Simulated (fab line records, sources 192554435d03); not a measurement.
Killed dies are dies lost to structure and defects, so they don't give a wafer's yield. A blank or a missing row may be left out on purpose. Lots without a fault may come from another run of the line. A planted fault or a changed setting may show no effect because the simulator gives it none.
Chamber matching | flow n5_finfet | N5_PMOS_HMC_CHANNEL_EPI_CMP_21 on cmp-03: 4 sister chambers
The step polishes SiGe30, target thk 54 nm. 20 wafers are shown with their chamber, then 10 later ones without.

WAFERS WITH THEIR CHAMBER
wafer  | chamber | motor_current_A (A)
L074.1 | 0       | 12.3
L074.3 | 3       | 14.1
L074.5 | 0       | 11.9
L075.2 | 0       | 11.7
L075.4 | 1       | 14.6
L075.6 | 0       | 12.0
L076.2 | 0       | 12.3
L076.4 | 3       | 14.1
L076.6 | 1       | 13.8
L078.1 | 0       | 11.9
L078.4 | 3       | 14.2
L078.6 | 2       | 13.9
L084.1 | 1       | 13.3
L084.3 | 3       | 15.1
L084.4 | 2       | 13.8
L086.1 | 3       | 14.2
L086.3 | 2       | 13.5
L086.5 | 0       | 12.3
L092.1 | 0       | 11.8
L092.2 | 3       | 14.6

SIGNATURES (means of the wafers above)
reading         | chamber 0 | chamber 1 | chamber 2 | chamber 3 | scatter within a chamber
motor_current_A | 12.025    | 13.900    | 13.733    | 14.383    | 0.367
Rule: a wafer's distance from a chamber is the root of the sum, over the readings, of the square of ((its reading less the chamber's mean) divided by the reading's scatter). The wafer belongs to the nearest chamber; if the next one is less than 2 further off, it can't be placed. The scatter: the root of (the sum of the squares of (reading less its chamber's mean) over the shown wafers, divided by (wafers less chambers)).

WAFERS WITHOUT THEIR CHAMBER
wafer  | motor_current_A (A)
L092.3 | 14.1
L093.1 | 13.6
L093.2 | 13.1
L093.3 | 14.4
L094.2 | 14.0
L094.3 | 13.8
L094.5 | 12.1
L097.1 | 13.8
L097.3 | 13.7
L097.6 | 14.1

WHICH CHAMBER EACH WENT THROUGH
wafer  | from the rows above               | in truth
L092.3 | can't be placed: 1 or 3 or 2      | 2
L093.1 | can't be placed: 2 or 1 or 3      | 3
L093.2 | can't be placed: 2 or 1 or 0 or 3 | 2
L093.3 | can't be placed: 3 or 1 or 2      | 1
L094.2 | can't be placed: 1 or 2 or 3      | 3
L094.3 | can't be placed: 2 or 1 or 3      | 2
L094.5 | 0                                 | 0
L097.1 | can't be placed: 2 or 1 or 3      | 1
L097.3 | can't be placed: 2 or 1 or 3      | 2
L097.6 | can't be placed: 1 or 3 or 2      | 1
Placed correctly: 1 of 10. Can't be placed from these rows: 9 (the true chamber is among the candidates in 9). Placed wrongly: 0.
